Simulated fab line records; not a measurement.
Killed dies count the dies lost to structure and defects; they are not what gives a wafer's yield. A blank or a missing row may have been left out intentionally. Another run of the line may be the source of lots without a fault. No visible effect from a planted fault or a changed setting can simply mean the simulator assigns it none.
Struck lot and sound lot, side by side	flow n5Finfet	37 out of 1938 route steps
Sound: these wafers, L349.1, L349.3, L349.5. Struck: wafer L359.5 (L359.1, L359.3, from the same lot, were not struck and are left out); the cause is given at the end.
For every step that has rows: the tool of each side, followed by ch and its chambers, followed by its first start. Under that, the readings that differ: sound wafers	struck wafers	difference of the means	sigmas: that difference in standard deviations of wafers without a fault.
alike: same words and numbers on both sides, and readings whose means sit less than 2 such deviations apart. not compared: any withheld reading, any reading some wafer has no value for, any bound like >300 that may hide the same value, and any number with overlapping values for which the record gives no deviation.
The two part at a step that has a row with sigmas, a row that says differs or no value, or rows on one side only. When numbers do not overlap yet have no deviation, they are printed without sigmas and do not part them. A reading that every wafer of one side lacks parts them only if that side has two wafers or more.

first, 8 steps without rows for these wafers: N5_BEOL_M2_ECD_50 (material Cu, target thk 300 nm); N5_BEOL_M2_ANNEAL_51 (time 90 s); N5_BEOL_M2_CMP_52 (polishes, stops on SiOC, t overpolish 6.8 s, target thk 40 nm); N5_BEOL_M2_PRE_CLEAN_60 (time 15 s); N5_BEOL_M2_CO_CAP_55 (material Co, precursor CCTBA/H2, target thk 2 nm, time 102.1 s); N5_BEOL_M2_PRE_CLEAN_56 (time 15 s); N5_BEOL_M2_DEP_57 (deposits SiCN from 3MS/NH3, target thk 8 nm, time 14 s); N5_BEOL_M3_ILD_DEP_00 (deposits SiOC from DEMS/O2, target thk 79 nm, time 15.3 s).
N5_BEOL_M3_PECVD_72: deposits SiO2 from TEOS/O2, target thk 16 nm, time 18 s.
  sound on pecvd-03 ch 0,2, day 8 03:12; struck on pecvd-03 ch 2, day 10 21:20
reading	sound	struck	difference	sigmas
model.SiO2_of_BEOL_M3_PECVD_72.thkNm (nm)	16 16.2 16	23	+7	
  alike: chamberPressureTorr, heaterPowerW, showerheadPlenumPTorr, susceptorTempC, throttleValvePct
then, 25 steps without rows for these wafers: N5_BEOL_M3_HM_DEP_02 (deposits TiN, target thk 20 nm); N5_BEOL_M3_COAT_61 (time 60 s, resist thk 60 nm); N5_BEOL_M3_COAT_62 (time 60 s, resist thk 12 nm); N5_BEOL_M3_COAT_73 (time 60 s, resist thk 5 nm); N5_BEOL_M3_COAT_05 (resist thk 30 nm); N5_BEOL_M3_EBR_07; N5_BEOL_M3_SOFTBAKE_06 (time 60 s); N5_BEOL_M3_EXPOSE_08 (exposes mask M3); N5_BEOL_M3_PEB_09 (peb time 60 s); N5_BEOL_M3_DEVELOP_10 (develop time 30 s); N5_BEOL_M3_DESCUM_16 (chemistry O2, time 7 s); N5_BEOL_M3_ETCH_74 (etches underlayer in N2/H2, target depth 6.5 nm, time 5.2 s); N5_BEOL_M3_ETCH_63 (etches SiARC in CF4, target depth 15.6 nm, time 26 s); N5_BEOL_M3_ETCH_64 (etches SOC in N2/H2, target depth 75 nm, overetch 15 nm, time 112.5 s); N5_BEOL_M3_STRIP_65 (strips in N2/H2); N5_BEOL_M3_STRIP_75 (strips in N2/H2); N5_BEOL_M3_STRIP_66 (strips in CF4); N5_BEOL_M3_HM_OPEN_17 (chemistry Cl2/BCl3, target TiN, target depth 20 nm, overetch 6 nm); N5_BEOL_M3_STRIP_19 (strips in O2); N5_BEOL_M3_COAT_67 (time 60 s, resist thk 60 nm); N5_BEOL_M3_COAT_68 (time 60 s, resist thk 12 nm); N5_BEOL_M3_COAT_76 (time 60 s, resist thk 5 nm); N5_BEOL_M3_COAT_22 (resist thk 30 nm); N5_BEOL_M3_EBR_24; N5_BEOL_M3_SOFTBAKE_23 (time 60 s).
N5_BEOL_M3_HM_STRIP_39: strips TiN in peroxide tin strip, target depth 25 nm, time 158 s.
  sound on wetBench-01 ch 1,6,7, day 8 15:43; struck on wetBench-02 ch 4, day 11 07:57
reading	sound	struck	difference	sigmas
model.SiO2_of_BEOL_M3_PECVD_72.thkNm (nm)	16 16 15.8	22.8	+6.9	
N5_BEOL_M3_CMP_52: polishes, stops on SiOC, t overpolish 6.8 s, target thk 40 nm.
  sound on cmp-04 ch 0,2,3, day 8 19:14; struck on cmp-01 ch 0, day 11 11:26
reading	sound	struck	difference	sigmas
barrierFieldEndpointS (s)	24.8 25.3 24.3	32.3	+7.5	+11
  alike: motorCurrentA
N5_BEOL_M4_RC_MEAS_101:
  sound on prober-01 ch 0, day 9 03:13; struck on prober-01 ch 0, day 12 00:22
reading	sound	struck	difference	sigmas
ION_P (uA/um)	470 461 465	443	-22	-2
VT_P (mV)	-251 -252 -252	-259	-7	-2
  alike: DIBL_N, DIBL_P, IOFF_N, IOFF_P, ION_N, SS_N, SS_P, VT_N

## WHERE THEY PART
At N5_BEOL_M3_CMP_52 first; at N5_BEOL_M4_RC_MEAS_101 last (within this record only).

WHY: what the simulator had put in
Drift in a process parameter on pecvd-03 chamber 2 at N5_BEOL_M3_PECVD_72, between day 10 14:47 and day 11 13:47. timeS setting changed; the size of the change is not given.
